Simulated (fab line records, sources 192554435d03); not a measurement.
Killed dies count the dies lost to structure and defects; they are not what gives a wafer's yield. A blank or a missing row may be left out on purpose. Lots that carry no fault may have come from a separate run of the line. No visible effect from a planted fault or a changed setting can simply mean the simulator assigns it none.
fab line records	flow n5Finfet	part 1 of 2: steps 1 to 22 of 33
record lots=5	wafers=15	lastDay=18
route steps=1938 shown BEOL_M6@1241 BEOL_M7@1263
lots with no fault: from the same line, run without faults
startH: hours from the record's opening day to when the first of the lot's shown wafers began	waitH: hours elapsed since this lot's preceding step	" unchanged from the row above	L1.1+2: one row covering several wafers at once	- no value, or no start was given	* or withheld: withheld	< > ~ a bound
route shown NAME@n: a module of which the file shows steps, and the number in the route of the first	usual: average and standard deviation across the fault-free wafers	same: alike in all rows	chamber/n: place in a boat	sites: each site's reading	_std_site: the standard deviation of these	_edge_site: mean of outer sites minus mean of inner sites	radiusMm: for every site, how far away it sits from the centre of the wafer	mask NAME#n: copy n	behind: the most recent tool/chamber to have shaped the wafer	hold: why the lot went on hold/how many hours it stayed there/how the hold came to an end	device: whichever transistor did not switch (one of n, p or np)	end of line: at the end of the route, the tests of the same wafers	step lacking rows: just its recipe	killed: dies that structure and defects cost at the first sort, which is not the same as the wafer's yield	map: dies across one wafer; x = killed, . = not, _ = none there
set.NAME: the setting as run; set.NAME@STEP: as run at that earlier step	model.NAME: the simulator's own value behind a step, which no gauge read
a table for each step, a row for each wafer; lots at some steps of the route
services: a tool's chamber out of use, with start hour (startH, from the record's first day; less than 0 if before it), hours out, and reason
## steps
# step N5_BEOL_M6_STRIP_80
# recipe chemistry=N2/H2	timeS=10	powerW=450	tempC=40	pressureMtorr=20	rfFrequencyHz=6e+07	biasPowerW=7	n2FlowSccm=200	h2FlowSccm=200
# usual drypumpMotorCurrentA=5.8/0.39	h2FlowSccm=200.0/0.54	oesProductAu=0.83/0.092	rfVppV=59.2/0.94	showerheadPlenumPTorr=2.55/0.12	tempC=40.02/0.1	throttleValvePct=23.60/0.3
lot.wafer	tool	chamber	startH	waitH	drypumpMotorCurrentA	h2FlowSccm	oesProductAu	rfHoursCounterH	rfVppV	showerheadPlenumPTorr	tempC	throttleValvePct
L083.2	rieDiel-05	2	-	-	5.4	200.0	0.90	26	59.0	2.70	40.15	23.41
L083.5	"	1	"	"	6.0	200.3	0.68	-	58.4	2.40	40.05	23.23
L083.6	"	0	"	"	5.3	200.7	0.70	-	58.8	2.40	39.95	24.24
L092.2	rieDiel-03	2	-	-	6.2	199.2	0.71	223	59.1	2.31	40.02	23.92
L092.5	"	0	"	"	5.6	200.6	0.95	-	58.9	2.49	39.90	23.12
L092.6	"	1	"	"	5.9	199.9	0.85	-	58.1	2.58	39.99	24.11
L095.1	rieDiel-05	2	-	-	5.4	201.3	0.86	57	58.8	2.68	39.84	23.45
L095.4	"	3	"	"	5.8	200.4	0.89	-	61.1	2.69	39.95	23.19
L095.6	"	0	"	"	5.3	200.5	0.95	-	59.4	2.71	40.16	23.91
L096.3	rieDiel-05	3	-	-	5.8	200.6	0.88	47	58.2	2.69	39.90	23.19
L096.5	"	0	"	"	5.3	200.5	0.94	-	60.8	2.71	40.30	23.90
L096.6	"	3	"	"	5.8	200.4	0.88	-	59.8	2.69	39.84	23.20
L097.2	rieDiel-05	3	-	-	5.8	200.0	0.86	58	60.6	2.69	39.93	23.20
L097.3	"	0	"	"	5.3	200.4	0.92	27	58.0	2.70	40.06	23.92
L097.5	"	3	"	"	5.8	199.5	0.87	-	60.0	2.69	39.93	23.21
# step N5_BEOL_M6_OCD_MEAS_38
# usual trenchDepthNm=94.9/1.3
lot.wafer	tool	chamber	startH	waitH	trenchDepthNm
L083.2	ocd-01	-	249.02	-	95.2
L083.5	"	-	"	"	92.0
L083.6	"	-	"	"	93.4
L092.2	ocd-01	-	325.83	-	93.8
L092.5	"	-	"	"	95.9
L092.6	"	-	"	"	94.5
L095.1	ocd-01	-	330.19	-	96.2
L095.4	"	-	"	"	95.9
L095.6	"	-	"	"	96.6
L096.3	ocd-01	-	332.54	-	95.5
L096.5	"	-	"	"	97.3
L096.6	"	-	"	"	94.6
L097.2	ocd-01	-	355.59	-	94.6
L097.3	"	-	"	"	94.7
L097.5	"	-	"	"	94.3
# step N5_BEOL_M6_HM_STRIP_39
# recipe chemistry=peroxideTinStrip	material=TiN	targetDepthA=250	tempC=50	timeS=158
# usual bathHeatDutyPct=7.1/0.9	tempC=49.99/0.12
lot.wafer	tool	chamber	startH	waitH	bathHeatDutyPct	tempC
L083.2	wetBench-05	7	249.05	0.0	6.2	49.97
L083.5	"	0	"	"	6.3	50.06
L083.6	"	6	"	"	6.8	50.27
L092.2	wetBench-04	5	325.86	0.0	8.6	50.11
L092.5	"	7	"	"	7.2	50.02
L092.6	"	4	"	"	7.6	49.83
L095.1	wetBench-05	7	330.22	0.0	6.9	50.10
L095.4	"	5	"	"	6.8	49.87
L095.6	"	3	"	"	6.7	50.02
L096.3	wetBench-05	1	332.57	0.0	5.7	50.03
L096.5	"	5	"	"	6.8	50.15
L096.6	"	7	"	"	7.0	49.88
L097.2	wetBench-02	1	355.62	0.0	7.6	50.08
L097.3	"	6	"	"	9.3	50.02
L097.5	"	7	"	"	7.7	49.87
# step N5_BEOL_M6_SRD_40
# recipe timeS=30	tempC=23	rinseLiquid=diw	dry=ipaMarangoni
# usual bathHeatDutyPct=3.7/0.6	tempC=23.00/0.11
lot.wafer	tool	chamber	startH	waitH	bathHeatDutyPct	tempC
L083.2	wetBench-05	7	249.10	0.0	4.4	23.07
L083.5	"	0	"	"	3.7	22.93
L083.6	"	6	"	"	4.1	23.01
L092.2	wetBench-04	5	325.91	0.0	3.2	23.09
L092.5	"	7	"	"	4.0	22.86
L092.6	"	4	"	"	3.3	22.89
L095.1	wetBench-05	7	330.27	0.0	3.8	22.96
L095.4	"	5	"	"	3.4	23.17
L095.6	"	3	"	"	2.8	23.10
L096.3	wetBench-05	1	332.62	0.0	3.5	22.98
L096.5	"	5	"	"	3.3	22.91
L096.6	"	7	"	"	3.3	22.83
L097.2	wetBench-02	1	355.68	0.0	3.6	22.87
L097.3	"	6	"	"	5.3	23.07
L097.5	"	7	"	"	3.1	23.14
# step N5_BEOL_M6_PRECLEAN_42
# recipe chemistry=residueRemover	timeS=60	tempC=40
# usual bathHeatDutyPct=4.5/0.69	tempC=39.99/0.11
lot.wafer	tool	chamber	startH	waitH	bathHeatDutyPct	tempC
L083.2	wetBench-05	7	249.11	0.0	3.9	40.08
L083.5	"	0	"	"	4.3	39.85
L083.6	"	6	"	"	3.8	40.01
L092.2	wetBench-04	5	325.93	0.0	4.7	39.97
L092.5	"	7	"	"	4.9	40.00
L092.6	"	4	"	"	4.4	40.10
L095.1	wetBench-05	7	330.28	0.0	3.7	39.84
L095.4	"	5	"	"	4.1	39.92
L095.6	"	3	"	"	4.1	39.96
L096.3	wetBench-05	1	332.63	0.0	3.3	40.06
L096.5	"	5	"	"	3.8	39.80
L096.6	"	7	"	"	4.7	39.74
L097.2	wetBench-02	1	355.69	0.0	4.7	39.81
L097.3	"	6	"	"	5.4	40.02
L097.5	"	7	"	"	4.4	40.13
# step N5_BEOL_M6_SRD_43
# recipe timeS=30	tempC=23	rinseLiquid=diw	dry=ipaMarangoni
# usual bathHeatDutyPct=3.6/0.58	tempC=22.99/0.12
lot.wafer	tool	chamber	startH	waitH	bathHeatDutyPct	tempC
L083.2	wetBench-05	7	249.13	0.0	3.4	23.04
L083.5	"	0	"	"	3.8	23.28
L083.6	"	6	"	"	3.3	23.05
L092.2	wetBench-04	5	325.94	0.0	3.4	22.98
L092.5	"	7	"	"	3.6	23.13
L092.6	"	4	"	"	3.7	22.99
L095.1	wetBench-05	7	330.30	0.0	3.2	23.03
L095.4	"	5	"	"	3.5	22.93
L095.6	"	3	"	"	3.0	23.03
L096.3	wetBench-05	1	332.65	0.0	3.0	23.01
L096.5	"	5	"	"	3.1	23.11
L096.6	"	7	"	"	3.1	23.04
L097.2	wetBench-02	1	355.71	0.0	3.5	23.08
L097.3	"	6	"	"	4.1	22.89
L097.5	"	7	"	"	4.8	22.91
# step N5_BEOL_M6_CD_MEAS_35
# recipe targetCdNm=40	targetCdYNm=28	polarity=opening
# usual cdNm=39.9/0.43
lot.wafer	tool	chamber	startH	waitH	cdNm
L083.2	cdSem-02	-	249.17	0.0	39.7
L083.5	"	-	"	"	39.4
L083.6	"	-	"	"	39.8
L092.2	cdSem-02	-	325.99	0.0	39.9
L092.5	"	-	"	"	39.8
L092.6	"	-	"	"	40.3
L095.1	cdSem-01	-	330.34	0.0	39.9
L095.4	"	-	"	"	39.7
L095.6	"	-	"	"	40.2
L096.3	cdSem-01	-	332.69	0.0	40.3
L096.5	"	-	"	"	39.9
L096.6	"	-	"	"	40.1
L097.2	cdSem-02	-	355.75	0.0	39.7
L097.3	"	-	"	"	41.0
L097.5	"	-	"	"	40.0
# step N5_BEOL_M6_CURE_75
# recipe tempC=370	timeS=120	ambient=DMADMS/He	material=SiCOH_lowk
# usual lampPowerPct=52.32/0.058	wafer_temp_C_max=371.8/0.92
lot.wafer	tool	chamber	startH	waitH	lampPowerPct	wafer_temp_C_max
L083.2	uvCure-02	1	249.26	0.1	52.24	371.8
L083.5	"	1	"	"	52.35	372.1
L083.6	"	1	"	"	52.31	371.6
L092.2	uvCure-02	2	326.08	0.1	52.43	371.1
L092.5	"	2	"	"	52.25	371.1
L092.6	"	2	"	"	52.35	371.1
L095.1	uvCure-03	0	330.38	0.0	52.32	372.8
L095.4	"	0	"	"	52.44	372.9
L095.6	"	0	"	"	52.29	372.0
L096.3	uvCure-01	1	332.83	0.1	52.34	371.0
L096.5	"	1	"	"	52.38	370.6
L096.6	"	1	"	"	52.27	371.3
L097.2	uvCure-02	0	355.85	0.1	52.53	371.7
L097.3	"	0	"	"	52.33	371.6
L097.5	"	0	"	"	52.32	371.3
# step N5_BEOL_M6_DEGAS_44
# recipe ambient=vacuum	tempC=250	timeS=60
# usual heaterPowerW=338/27
lot.wafer	tool	chamber	startH	waitH	heaterPowerW
L083.2	pvdSputter-02	-	250.72	1.4	361
L083.5	"	-	"	"	322
L083.6	"	-	"	"	368
L092.2	pvdSputter-02	-	326.37	0.2	360
L092.5	"	-	"	"	303
L092.6	"	-	"	"	308
L095.1	pvdSputter-02	-	330.85	0.4	316
L095.4	"	-	"	"	305
L095.6	"	-	"	"	316
L096.3	pvdSputter-03	-	333.74	0.9	348
L096.5	"	-	"	"	344
L096.6	"	-	"	"	350
L097.2	pvdSputter-03	-	358.13	2.2	292
L097.3	"	-	"	"	341
L097.5	"	-	"	"	335
# step N5_BEOL_M6_PRE_CLEAN_45
# recipe gas=H2/He	timeS=30	tempC=250
# usual heaterPowerW=338/27
lot.wafer	tool	chamber	startH	waitH	heaterPowerW
L083.2	pvdSputter-02	-	250.76	0.0	360
L083.5	"	-	"	"	323
L083.6	"	-	"	"	367
L092.2	pvdSputter-02	-	326.41	0.0	367
L092.5	"	-	"	"	308
L092.6	"	-	"	"	316
L095.1	pvdSputter-02	-	330.89	0.0	303
L095.4	"	-	"	"	304
L095.6	"	-	"	"	321
L096.3	pvdSputter-03	-	333.78	0.0	365
L096.5	"	-	"	"	345
L096.6	"	-	"	"	361
L097.2	pvdSputter-03	-	358.17	0.0	297
L097.3	"	-	"	"	344
L097.5	"	-	"	"	334
# step N5_BEOL_M6_ALD_77
# recipe material=TaN	targetThkA=20	tempC=275	aldPrecursorFamily=PDMAT	aldCoReactant=NH3	pressureTorr=3	carrierFlowSccm=1500	pulseTimeS=2	purgeTimeS=3	coReactantPurgeTimeS=2	coReactantPulseTimeS=3	aldCycles=40	precursorVesselTempC=75	precursorVesselPressureTorr=26.25	precursorVesselCarrierSccm=1000
# usual heaterPowerW=412/31
# same aldCycles=40	pulseTimeS=2
lot.wafer	tool	chamber	startH	waitH	heaterPowerW
L083.2	aldMetal-04	0	250.82	0.0	362
L083.5	"	2	"	"	390
L083.6	"	1	"	"	405
L092.2	aldMetal-02	0	326.47	0.0	457
L092.5	"	3	"	"	383
L092.6	"	0	"	"	458
L095.1	aldMetal-03	0	330.97	0.1	441
L095.4	"	2	"	"	442
L095.6	"	2	"	"	438
L096.3	aldMetal-02	2	333.85	0.0	421
L096.5	"	0	"	"	455
L096.6	"	1	"	"	424
L097.2	aldMetal-03	2	358.23	0.0	438
L097.3	"	3	"	"	362
L097.5	"	3	"	"	374
# step N5_BEOL_M6_SURFACE_TREAT_79
# recipe gas=Ar	timeS=*	ionEnergyEv=*	ionCurrentMaCm2=0.5	pressureMtorr=*	arFlowSccm=30
# usual pressureMtorr=*	throttleValvePct=*
lot.wafer	tool	chamber	startH	waitH	pressureMtorr	throttleValvePct
L083.2	pvdSputter-02	-	251.10	0.2	*	*
L083.5	"	-	"	"	*	*
L083.6	"	-	"	"	*	*
L092.2	pvdSputter-03	-	326.77	0.2	*	*
L092.5	"	-	"	"	*	*
L092.6	"	-	"	"	*	*
L095.1	pvdSputter-01	-	331.25	0.2	*	*
L095.4	"	-	"	"	*	*
L095.6	"	-	"	"	*	*
L096.3	pvdSputter-01	-	334.21	0.2	*	*
L096.5	"	-	"	"	*	*
L096.6	"	-	"	"	*	*
L097.2	pvdSputter-01	-	358.60	0.2	*	*
L097.3	"	-	"	"	*	*
L097.5	"	-	"	"	*	*
# step N5_BEOL_M6_CVD_78
# recipe material=Co	targetThkA=20	tempC=withheld	precursor=CCTBA/H2	pressureTorr=30	timeS=142.3
lot.wafer	tool	chamber	startH	waitH
L083.2+5+6	cvdCo-02	2,1,2	251.16	0.0
L092.2+5+6	cvdCo-01	1,1,0	326.85	0.1
L095.1+4+6	cvdCo-01	1,1,2	331.32	0.0
L096.3+5+6	cvdCo-01	2,0,1	334.27	0.0
L097.2+3+5	cvdCo-01	2,1,0	358.67	0.1
# step N5_BEOL_M6_SPUTTER_48
# recipe material=Cu	targetThkA=100	tempC=-20	biasV=60	powerW=26000	chamberPressurePa=0.13	timeS=1.667
# usual biasV=60.1/0.57	chamberPressurePa=0.12999/0.00024	chuckGasFlowSccm=1.26/0.049	throttleValvePct=29.7/1.4
lot.wafer	tool	chamber	startH	waitH	biasV	chamberPressurePa	chuckGasFlowSccm	throttleValvePct
L083.2	pvdSputter-02	-	251.32	0.1	59.7	0.12977	1.21	32.0
L083.5	"	-	"	"	61.1	0.12997	1.19	30.3
L083.6	"	-	"	"	59.4	0.12985	1.18	30.0
L092.2	pvdSputter-02	-	326.97	0.1	61.0	0.12985	1.25	29.5
L092.5	"	-	"	"	60.2	0.13012	1.25	29.8
L092.6	"	-	"	"	60.3	0.12975	1.15	30.4
L095.1	pvdSputter-01	-	331.43	0.1	60.3	0.13048	1.28	27.4
L095.4	"	-	"	"	59.4	0.13029	1.31	31.1
L095.6	"	-	"	"	60.1	0.13005	1.19	28.5
L096.3	pvdSputter-01	-	334.67	0.4	59.9	0.12966	1.30	29.1
L096.5	"	-	"	"	60.7	0.13002	1.20	27.7
L096.6	"	-	"	"	61.2	0.13031	1.31	29.1
L097.2	pvdSputter-01	-	358.90	0.2	59.6	0.1297	1.33	27.6
L097.3	"	-	"	"	60.6	0.13014	1.24	28.9
L097.5	"	-	"	"	59.6	0.13016	1.23	31.2
# step N5_BEOL_M6_ECD_50
# recipe material=Cu	targetThkA=3000
lot.wafer	tool	chamber	startH	waitH
L083.2+5+6	ecdCu-02	1,0,1	251.44	0.1
L092.2+5+6	ecdCu-02	0,1,0	327.08	0.1
L095.1+4+6	ecdCu-02	0,0,1	331.55	0.1
L096.3+5+6	ecdCu-01	1,1,0	334.81	0.1
L097.2+3+5	ecdCu-01	0	359.02	0.1
# step N5_BEOL_M6_ANNEAL_51
# recipe tempC=225	timeS=90	ambient=N2
# usual wafer_temp_C_max=226.2/0.48
lot.wafer	tool	chamber	startH	waitH	wafer_temp_C_max
L083.2	rtpAnneal-02	0	251.58	0.1	225.8
L083.5	"	0	"	"	225.9
L083.6	"	0	"	"	225.7
L092.2	rtpAnneal-02	0	327.22	0.1	226.3
L092.5	"	0	"	"	225.9
L092.6	"	0	"	"	226.0
L095.1	rtpAnneal-01	0	331.77	0.2	227.3
L095.4	"	0	"	"	226.5
L095.6	"	0	"	"	226.4
L096.3	rtpAnneal-01	0	335.24	0.4	226.6
L096.5	"	0	"	"	226.6
L096.6	"	0	"	"	226.4
L097.2	rtpAnneal-02	0	359.29	0.3	225.7
L097.3	"	0	"	"	225.9
L097.5	"	0	"	"	226.1
# step N5_BEOL_M6_CMP_52
# recipe stopOn=SiCOH_lowk	tOverpolishS=6.9	downForcePsi=1	platenRpm=50	clearingPlatenDownForcePsi=1.5	clearingPlatenRpm=50	postCmpClean=cuAlkaline	targetThkNm=80	clearingPlatenPadVelocityMS=0.99484	padVelocityMS=0.99484
# usual barrierFieldEndpointS=28.8/0.67	motorCurrentA=6.2/0.4	overpolishRunS=6.899/0.0088	retainingRingPressureFrac=0.999/0.005	timeToEndpointS=60.7/2.5
lot.wafer	tool	chamber	startH	waitH	barrierFieldEndpointS	motorCurrentA	overpolishRunS	retainingRingPressureFrac	timeToEndpointS
L083.2	cmp-04	0	251.83	0.2	27.9	5.4	6.880	1.000	59.1
L083.6	"	0	"	"	28.3	6.2	6.906	1.004	58.7
L083.5	"	1	"	"	28.6	6.6	6.901	1.004	60.7
L092.2	cmp-04	0	327.59	0.3	27.2	5.9	6.903	1.000	57.8
L092.6	"	1	"	"	28.2	6.4	6.914	1.000	60.6
L092.5	"	2	"	"	28.6	6.5	6.898	1.005	61.3
L095.1	cmp-01	2	332.13	0.3	28.8	6.8	6.885	1.002	62.2
L095.4	"	0	"	"	30.3	6.5	6.893	0.997	61.1
L095.6	"	1	"	"	29.9	5.8	6.901	1.005	60.5
L096.3	cmp-04	2	335.50	0.2	28.7	6.8	6.887	0.998	62.8
L096.6	"	1	"	"	28.7	6.4	6.893	1.000	59.3
L096.5	"	2	"	"	29.0	6.6	6.897	0.989	61.0
L097.3	cmp-04	3	359.55	0.2	28.5	5.9	6.908	0.997	56.6
L097.2	"	0	"	"	28.8	5.8	6.904	1.004	58.6
L097.5	"	3	"	"	29.1	5.9	6.895	1.002	57.2
# step N5_BEOL_M6_THK_MEAS_53
# recipe thkMeasGauge=xrf	reads=Cu_of_BEOL_M6_ECD_50
# usual M6_THK=80.0/1.8
lot.wafer	tool	chamber	startH	waitH	M6_THK[nm]
L083.2	filmMetro-02	-	252.12	-	80.6
L083.5	"	-	"	"	76.5
L083.6	"	-	"	"	78.2
L092.2	filmMetro-01	-	327.77	-	79.7
L092.5	"	-	"	"	81.2
L092.6	"	-	"	"	80.4
L095.1	filmMetro-01	-	332.38	-	82.2
L095.4	"	-	"	"	82.7
L095.6	"	-	"	"	83.4
L096.3	filmMetro-01	-	335.76	-	79.6
L096.5	"	-	"	"	80.9
L096.6	"	-	"	"	79.6
L097.2	filmMetro-01	-	359.84	-	76.7
L097.3	"	-	"	"	77.3
L097.5	"	-	"	"	77.4
# step N5_BEOL_M6_PRE_CLEAN_55
# recipe gas=NH3	timeS=15	tempC=withheld	rfPowerW=300
lot.wafer	tool	chamber	startH	waitH
L083.2+5+6	pecvd-01	0,1,0	252.16	0.0
L092.2+5+6	pecvd-02	0,0,2	327.81	0.0
L095.1+4+6	pecvd-02	0,2,1	332.42	0.0
L096.3+5+6	pecvd-04	2,0,2	335.80	0.0
L097.2+3+5	pecvd-02	2,1,0	359.88	0.0
# step N5_BEOL_M6_DEP_56
# recipe material=SiCN	targetThkA=100	tempC=withheld	precursor=3MS/NH3	pressureTorr=3	rfW=202	timeS=17.5
# usual showerheadPlenumPTorr=3.658/0.013	throttleValvePct=9.0/0.31
lot.wafer	tool	chamber	startH	waitH	showerheadPlenumPTorr	throttleValvePct
L083.2	pecvd-01	0	252.19	0.0	3.657	9.3
L083.5	"	1	"	"	3.653	8.9
L083.6	"	0	"	"	3.658	8.8
L092.2	pecvd-02	0	327.83	0.0	3.671	9.0
L092.5	"	0	"	"	3.669	9.1
L092.6	"	2	"	"	3.638	9.2
L095.1	pecvd-02	0	332.45	0.0	3.653	9.0
L095.4	"	2	"	"	3.641	9.0
L095.6	"	1	"	"	3.672	9.3
L096.3	pecvd-04	2	335.82	0.0	3.669	8.4
L096.5	"	0	"	"	3.651	9.2
L096.6	"	2	"	"	3.688	8.3
L097.2	pecvd-02	2	359.90	0.0	3.648	9.0
L097.3	"	1	"	"	3.671	9.4
L097.5	"	0	"	"	3.671	9.2
# step N5_BEOL_M6_RS_MEAS_57
# recipe thkMeasGauge=four-point-probe	reads=Cu_of_BEOL_M6_ECD_50+Co_of_BEOL_M6_CVD_78+TaN_of_BEOL_M6_ALD_77
# usual M6_RS=0.287/0.0067
lot.wafer	tool	chamber	startH	waitH	M6_RS[ohm/sq]
L083.2	filmMetro-02	-	252.26	0.1	0.284
L083.5	"	-	"	"	0.301
L083.6	"	-	"	"	0.292
L092.2	filmMetro-02	-	327.90	0.1	0.287
L092.5	"	-	"	"	0.281
L092.6	"	-	"	"	0.284
L095.1	filmMetro-02	-	332.51	0.1	0.282
L095.4	"	-	"	"	0.279
L095.6	"	-	"	"	0.277
L096.3	filmMetro-02	-	335.89	0.1	0.291
L096.5	"	-	"	"	0.285
L096.6	"	-	"	"	0.290
L097.2	filmMetro-02	-	359.97	0.1	0.297
L097.3	"	-	"	"	0.296
L097.5	"	-	"	"	0.294
# step N5_BEOL_M6_INSPECT_58
# recipe inspectInstrument=darkfield	mode=postDep
# usual rawDefectCount=72/30
lot.wafer	tool	chamber	startH	waitH	rawDefectCount
L083.2	defectInspect-01	-	252.28	0.0	75
L083.5	"	-	"	"	53
L083.6	"	-	"	"	86
L092.2	defectInspect-01	-	327.93	0.0	57
L092.5	"	-	"	"	51
L092.6	"	-	"	"	41
L095.1	defectInspect-01	-	332.54	0.0	109
L095.4	"	-	"	"	76
L095.6	"	-	"	"	73
L096.3	defectInspect-02	-	335.92	0.0	63
L096.5	"	-	"	"	42
L096.6	"	-	"	"	85
L097.2	defectInspect-01	-	360.00	0.0	24
L097.3	"	-	"	"	86
L097.5	"	-	"	"	46
